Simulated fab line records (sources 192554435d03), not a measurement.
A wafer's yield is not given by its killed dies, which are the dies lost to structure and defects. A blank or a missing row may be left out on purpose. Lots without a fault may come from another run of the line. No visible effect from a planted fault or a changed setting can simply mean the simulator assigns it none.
Chamber matching / flow n5Finfet / 4 sister chambers for N5_BEOL_M0_SAQP_DESCUM_45 on rieDiel-06
The step chemistry O2, time 7 s. 8 wafers are shown with their chamber, then 9 later ones without.

== WAFERS WITH THEIR CHAMBER ==
wafer=L081.1; chamber=2; showerheadPlenumPTorr (Torr)=2.12; oesProductAu (a.u.)=0.80
wafer=L083.3; chamber=0; showerheadPlenumPTorr (Torr)=2.19; oesProductAu (a.u.)=0.77
wafer=L083.4; chamber=2; showerheadPlenumPTorr (Torr)=2.11; oesProductAu (a.u.)=0.81
wafer=L084.5; chamber=1; showerheadPlenumPTorr (Torr)=2.05; oesProductAu (a.u.)=0.96
wafer=L084.6; chamber=0; showerheadPlenumPTorr (Torr)=2.19; oesProductAu (a.u.)=0.76
wafer=L085.1; chamber=1; showerheadPlenumPTorr (Torr)=2.05; oesProductAu (a.u.)=0.95
wafer=L085.2; chamber=3; showerheadPlenumPTorr (Torr)=1.97; oesProductAu (a.u.)=0.69
wafer=L085.6; chamber=3; showerheadPlenumPTorr (Torr)=1.98; oesProductAu (a.u.)=0.69

== WAFERS WHOSE CHAMBER IS MISSING ==
wafer=L089.1; showerheadPlenumPTorr (Torr)=2.11; oesProductAu (a.u.)=0.79
wafer=L089.2; showerheadPlenumPTorr (Torr)=2.19; oesProductAu (a.u.)=0.76
wafer=L089.3; showerheadPlenumPTorr (Torr)=1.97; oesProductAu (a.u.)=0.68
wafer=L093.1; showerheadPlenumPTorr (Torr)=2.18; oesProductAu (a.u.)=0.77
wafer=L093.4; showerheadPlenumPTorr (Torr)=1.97; oesProductAu (a.u.)=0.68
wafer=L093.5; showerheadPlenumPTorr (Torr)=2.11; oesProductAu (a.u.)=0.79
wafer=L095.4; showerheadPlenumPTorr (Torr)=2.05; oesProductAu (a.u.)=0.91
wafer=L095.5; showerheadPlenumPTorr (Torr)=2.05; oesProductAu (a.u.)=0.91
wafer=L095.6; showerheadPlenumPTorr (Torr)=2.11; oesProductAu (a.u.)=0.77

== WHICH CHAMBER EACH ONE RAN IN ==
wafer=L089.1; from the rows above=2; in truth=2
wafer=L089.2; from the rows above=0; in truth=0
wafer=L089.3; from the rows above=3; in truth=3
wafer=L093.1; from the rows above=0; in truth=0
wafer=L093.4; from the rows above=3; in truth=3
wafer=L093.5; from the rows above=2; in truth=2
wafer=L095.4; from the rows above=1; in truth=1
wafer=L095.5; from the rows above=1; in truth=1
wafer=L095.6; from the rows above=2; in truth=2
Correct placement for 9 of the 9. Number that these rows cannot place: 0. Placed wrongly: 0.
How it was worked out, from the rows above alone: a wafer's distance from a chamber is the root of the sum, over the readings, of the square of ((its reading less the chamber's mean) divided by the reading's scatter). The wafer belongs to the nearest chamber; if the next one is less than 2 further off, it can't be placed. The mean given for a chamber averages the wafers shown for that chamber. How the scatter is found: for the shown wafers, subtract from each reading the mean of its chamber, square and add these, divide the total by (wafers less chambers), then take the root.
